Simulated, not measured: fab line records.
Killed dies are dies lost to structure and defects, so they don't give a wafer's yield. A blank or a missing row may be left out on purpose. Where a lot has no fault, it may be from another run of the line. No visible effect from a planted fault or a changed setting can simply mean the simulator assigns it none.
A lot that was struck, set against a sound lot :: flow n5_finfet :: 14 out of 1938 route steps
Sound: wafers L800.2, L800.4, L800.6. Struck: wafer L815.2. (L815.1, L815.4 of the same lot were not struck and are left out.) The cause comes at the end.
Each step with rows lists, per side, the tool, then ch with its chambers, then its first start. Under that, the readings that differ: sound wafers :: struck wafers :: difference of the means :: sigmas: that difference in standard deviations of wafers without a fault.
alike: words and numbers the same on both sides, and readings whose means are apart by under 2 such deviations; not compared: readings that were withheld, readings missing a value for some wafer, numbers with overlapping values and no deviation given by the record, and bounds like >300 which may hide the same value.
The two part at a step that has a row with sigmas, a row that says differs or no value, or rows on one side only. Numbers that don't overlap but have no deviation are shown without sigmas and don't part them. A reading that every wafer of one side lacks parts them only if that side has two wafers or more.

first, 3 steps without rows for these wafers: N5_BEOL_M0_SPUTTER_116 (material Cu, target thk 4 nm, time 7.37 s); N5_BEOL_M0_ANNEAL_117 (time 60 s); N5_BEOL_M0_SPUTTER_132 (material Cu, target thk 4 nm, time 7.37 s).
N5_BEOL_M0_ANNEAL_133: time 60 s.
  struck on pvd_sputter-02, day 11 09:22; sound on pvd_sputter-02, day 6 04:46
  alike: heater_power_w
then, 1 step without rows for these wafers: N5_BEOL_M0_SPUTTER_134 (material Cu, target thk 4 nm, time 7.37 s).
N5_BEOL_M0_ANNEAL_135: time 60 s.
  struck on pvd_sputter-02, day 11 09:29; sound on pvd_sputter-02, day 6 04:53
  alike: heater_power_w
N5_BEOL_M0_SPUTTER_141: material Cu, target thk 4 nm, time 7.37 s.
  struck on pvd_sputter-02, day 11 09:32; sound on pvd_sputter-02, day 6 04:56
  alike: chamber_pressure_pa, throttle_valve_pct
then, 1 step without rows for these wafers: N5_BEOL_M0_ECD_118 (material Cu, target thk 300 nm).
N5_BEOL_M0_ANNEAL_119: time 90 s.
  sound on rtp_anneal-01 ch 0, day 6 05:43; struck on rtp_anneal-02 ch 0, day 11 09:43
  alike: anneal_temp_c_max, wafer_temp_C_max
then, 1 step without rows for these wafers: N5_BEOL_M0_CMP_120 (polishes, stops on SiOC, t overpolish 6.9 s).
N5_BEOL_M0_PRE_CLEAN_131: time 15 s.
  sound on cvd_co-02 ch 0,2, day 6 06:19; struck on cvd_co-01 ch 2, day 11 10:21
  alike: heater_power_w, rf_fwd_power_W
N5_BEOL_M0_CO_CAP_123: material Co, precursor CCTBA/H2, target thk 2 nm, time 102.1 s.
  sound on cvd_co-02 ch 0,2, day 6 06:22; struck on cvd_co-01 ch 2, day 11 10:23
reading: run_length_s (s)
sound: 125.5 124.7 125.0
struck: 60.9
difference: -64.2
sigmas: -99 or more

reading: model.Co_of_BEOL_M0_CO_CAP_123.thk_nm (nm)
sound: 2.2 2.2 1.8
struck: 0.8
difference: -1.3
sigmas: 
  alike: chamber_pressure_Torr, heater_power_w
then, 1 step without rows for these wafers: N5_BEOL_M0_PRE_CLEAN_124 (time 15 s).
-- here the record skips 2 days between the struck wafers' starts before and after, leaving off in module BEOL_M0 and picking up in module BEOL_M4 (first step shown: number 1111 of the route) --
N5_BEOL_M4_RC_MEAS_101:
  sound on prober-02 ch 0, day 7 18:35; struck on prober-01 ch 0, day 13 14:22
  alike: DIBL_N, DIBL_P, IOFF_N, IOFF_P, ION_N, ION_P, SS_N, SS_P, VT_N, VT_P

## WHERE THEY PART
Only at N5_BEOL_M0_CO_CAP_123, as far as this record shows. Later steps at which nothing parts them and some readings are alike: N5_BEOL_M4_RC_MEAS_101.

WHY: whatever the simulator had introduced
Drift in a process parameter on cvd_co-01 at N5_BEOL_M0_CO_CAP_123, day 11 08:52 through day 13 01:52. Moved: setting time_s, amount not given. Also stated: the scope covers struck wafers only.
